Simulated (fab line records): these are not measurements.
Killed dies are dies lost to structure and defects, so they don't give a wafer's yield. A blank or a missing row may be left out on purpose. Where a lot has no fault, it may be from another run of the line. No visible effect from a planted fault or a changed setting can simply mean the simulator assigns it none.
The tool behind it: which one? + flow n5 finfet + 10 lots with 30 wafers sampled at 5 steps, on a route of 1938 steps

WHAT THE GAUGES SHOWED, per wafer
N5_BEOL_M7_THK_MEAS_01.
| lot  | measured     | on            | M7_ILD_THK (nm)   |
|------|--------------|---------------|-------------------|
| L652 | day 8 21:52  | film metro-02 | 153.0 153.9 156.8 |
| L653 | day 9 08:06  | film metro-02 | 152.2 154.0 156.2 |
| L659 | day 10 20:14 | film metro-01 | 152.8 151.8 167.3 |
| L662 | day 11 01:37 | film metro-02 | 153.2 152.1 171.5 |
| L660 | day 11 06:19 | film metro-01 | 152.3 165.7 155.3 |
| L665 | day 12 14:43 | film metro-02 | 155.9 157.2 159.1 |
| L666 | day 12 16:21 | film metro-02 | 153.6 153.3 156.7 |
| L670 | day 13 13:53 | film metro-01 | 160.1 157.5 158.6 |
| L674 | day 14 09:25 | film metro-02 | 153.4 155.9 158.6 |
| L675 | day 14 16:48 | film metro-01 | 152.8 155.0 154.2 |

WHICH TOOL RAN EACH LOT (tool, then ch and the chambers of the sampled wafers, then the start)
| lot  | N5_BEOL_M6_VIA_ETCH_34             | N5_BEOL_M6_DEP_56               | N5_BEOL_M7_ILD_DEP_00           | N5_BEOL_M7_CURE_74            |
|------|------------------------------------|---------------------------------|---------------------------------|-------------------------------|
| L652 | rie diel-01 ch 0,1,3, day 8 17:01  | pecvd-03 ch 0,2, day 8 21:08    | pecvd-01 ch 0,1,2, day 8 21:17  | uv cure-03 ch 1, day 8 21:26  |
| L653 | rie diel-06 ch 1,2, day 9 02:31    | pecvd-04 ch 0,2, day 9 07:23    | pecvd-02 ch 0,1, day 9 07:31    | uv cure-01 ch 1, day 9 07:35  |
| L659 | rie diel-06 ch 1,2,3, day 10 16:35 | pecvd-03 ch 0,1,2, day 10 19:31 | pecvd-01 ch 0,1,2, day 10 19:39 | uv cure-01 ch 0, day 10 19:43 |
| L662 | rie diel-02 ch 1,2,3, day 10 21:38 | pecvd-02 ch 0,1,2, day 11 00:26 | pecvd-01 ch 0,1,2, day 11 00:34 | uv cure-01 ch 0, day 11 00:38 |
| L660 | rie diel-06 ch 1,2,3, day 11 02:32 | pecvd-02 ch 0,1, day 11 05:37   | pecvd-01 ch 0,2, day 11 05:44   | uv cure-01 ch 2, day 11 05:49 |
| L665 | rie diel-02 ch 1,2,3, day 12 10:08 | pecvd-02 ch 0,1, day 12 14:01   | pecvd-02 ch 1,2, day 12 14:08   | uv cure-02 ch 0, day 12 14:13 |
| L666 | rie diel-02 ch 0,2, day 12 13:12   | pecvd-02 ch 0,1,2, day 12 15:38 | pecvd-02 ch 0,1, day 12 15:46   | uv cure-03 ch 1, day 12 15:55 |
| L670 | rie diel-06 ch 1,2,3, day 13 09:09 | pecvd-04 ch 0,1,2, day 13 13:11 | pecvd-02 ch 0,1,2, day 13 13:19 | uv cure-03 ch 2, day 13 13:37 |
| L674 | rie diel-02 ch 0,1,2, day 14 05:58 | pecvd-03 ch 0,1,2, day 14 08:43 | pecvd-01 ch 0,1,2, day 14 08:50 | uv cure-03 ch 0, day 14 08:55 |
| L675 | rie diel-01 ch 1,2, day 14 13:26   | pecvd-03 ch 0,1,2, day 14 16:05 | pecvd-01 ch 0,2, day 14 16:13   | uv cure-01 ch 1, day 14 16:16 |
- N5_BEOL_M6_VIA_ETCH_34: etches SiCOH lowk in C4F6/O2, target depth 126.3 nm, time 50.9 s.
- N5_BEOL_M6_DEP_56: deposits SiCN from 3MS/NH3, target thk 10 nm, time 17.5 s.
- N5_BEOL_M7_ILD_DEP_00: deposits SiCOH lowk from DEMS/porogen, target thk 179.75 nm, time 33.4 s.
- N5_BEOL_M7_CURE_74: cures SiCOH lowk, time 240 s.

AS READ BY THE TOOLS THEMSELVES (means over the sampled wafers that have a number; for cases with no such wafer, the mark the record gives instead)
N5_BEOL_M6_VIA_ETCH_34.
| lot  | tool        | drypump motor current A (A) | oes_o_777_au (a.u.) | oes product au (a.u.) | rf vpp V (V) | showerhead plenum p Torr (Torr) | throttle valve pct (%) |
|------|-------------|-----------------------------|---------------------|-----------------------|--------------|---------------------------------|------------------------|
| L652 | rie diel-01 | 5.8                         | 0.78                | 0.78                  | 666          | 2.90                            | 20.90                  |
| L653 | rie diel-06 | 5.3                         | 0.79                | 0.79                  | 661          | 2.89                            | 21.08                  |
| L659 | rie diel-06 | 5.6                         | 0.78                | 0.78                  | 660          | 2.85                            | 21.06                  |
| L662 | rie diel-02 | 6.2                         | 0.74                | 0.73                  | 664          | 2.88                            | 20.84                  |
| L660 | rie diel-06 | 5.6                         | 0.78                | 0.78                  | 660          | 2.85                            | 21.07                  |
| L665 | rie diel-02 | 6.2                         | 0.74                | 0.73                  | 664          | 2.87                            | 20.85                  |
| L666 | rie diel-02 | 5.9                         | 0.82                | 0.80                  | 666          | 2.99                            | 20.74                  |
| L670 | rie diel-06 | 5.6                         | 0.76                | 0.75                  | 660          | 2.84                            | 21.10                  |
| L674 | rie diel-02 | 6.0                         | 0.86                | 0.86                  | 662          | 2.96                            | 20.68                  |
| L675 | rie diel-01 | 5.4                         | 0.82                | 0.82                  | 666          | 2.95                            | 20.81                  |

N5_BEOL_M6_DEP_56.
| lot  | tool     | showerhead plenum p Torr (Torr) | throttle valve pct (%) |
|------|----------|---------------------------------|------------------------|
| L652 | pecvd-03 | 3.657                           | 8.8                    |
| L653 | pecvd-04 | 3.655                           | 8.7                    |
| L659 | pecvd-03 | 3.662                           | 9.4                    |
| L662 | pecvd-02 | 3.660                           | 9.1                    |
| L660 | pecvd-02 | 3.666                           | 9.6                    |
| L665 | pecvd-02 | 3.662                           | 9.6                    |
| L666 | pecvd-02 | 3.662                           | 9.1                    |
| L670 | pecvd-04 | 3.652                           | 8.7                    |
| L674 | pecvd-03 | 3.660                           | 9.1                    |
| L675 | pecvd-03 | 3.673                           | 9.3                    |

N5_BEOL_M7_ILD_DEP_00.
| lot  | tool     | heater power w (W) | showerhead plenum p Torr (Torr) | susceptor temp C (C) | throttle valve pct (%) |
|------|----------|--------------------|---------------------------------|----------------------|------------------------|
| L652 | pecvd-01 | 285                | 5.731                           | 300.20               | 13.8                   |
| L653 | pecvd-02 | 289                | 5.736                           | 299.93               | 14.5                   |
| L659 | pecvd-01 | 262                | 5.742                           | 295.20               | 13.7                   |
| L662 | pecvd-01 | 268                | 5.738                           | 294.97               | 13.7                   |
| L660 | pecvd-01 | 261                | 5.735                           | 294.93               | 13.4                   |
| L665 | pecvd-02 | 276                | 5.735                           | 299.89               | 13.7                   |
| L666 | pecvd-02 | 260                | 5.738                           | 300.02               | 14.5                   |
| L670 | pecvd-02 | 316                | 5.735                           | 300.21               | 13.9                   |
| L674 | pecvd-01 | 263                | 5.740                           | 299.89               | 13.8                   |
| L675 | pecvd-01 | 314                | 5.730                           | 299.79               | 13.5                   |

N5_BEOL_M7_CURE_74.
| lot  | tool       | lamp power pct (%) | wafer_temp_C_max |
|------|------------|--------------------|------------------|
| L652 | uv cure-03 | 52.28              | 387.2            |
| L653 | uv cure-01 | 52.35              | 386.1            |
| L659 | uv cure-01 | 52.29              | 387.5            |
| L662 | uv cure-01 | 52.32              | 387.4            |
| L660 | uv cure-01 | 52.32              | 386.2            |
| L665 | uv cure-02 | 52.33              | 386.4            |
| L666 | uv cure-03 | 52.28              | 387.4            |
| L670 | uv cure-03 | 52.34              | 386.5            |
| L674 | uv cure-03 | 52.30              | 386.5            |
| L675 | uv cure-01 | 52.28              | 386.3            |

THE ANSWER, worked out from the rows above alone
Rule: usual is defined by the lots themselves. Put in order of their means at a reading, lots are off if they are a third of the lots or fewer, leave a main group of 4 or more, and stand apart from it by a gap of 3 or more times the standard deviation of the main group's means; of several such gaps the widest counts. Not used: any main group whose means are identical at the precision the tables above print for the reading. Also off: a lot with no number at a reading for which 4 or more lots have one. The other lots that the step has rows for count as sound. After the gauges, taken in route order, come the tools' own readings; for these a lot's mean is taken, as printed above. The first step at which some lot is off is used, and at that step the reading that is off furthest; a lot without a number counts as furthest.
Off at N5_BEOL_M7_ILD_DEP_00 (susceptor temp C): L659, L662, L660. Main group: mean 299.99 C, sd 0.15.
If a tool, at that step or one of the process steps before it, ran each lot that is off and ran no sound lot following the first of them, it fits. Not one of the candidates tried fits.

WHAT HAD BEEN PUT IN BY THE SIMULATOR
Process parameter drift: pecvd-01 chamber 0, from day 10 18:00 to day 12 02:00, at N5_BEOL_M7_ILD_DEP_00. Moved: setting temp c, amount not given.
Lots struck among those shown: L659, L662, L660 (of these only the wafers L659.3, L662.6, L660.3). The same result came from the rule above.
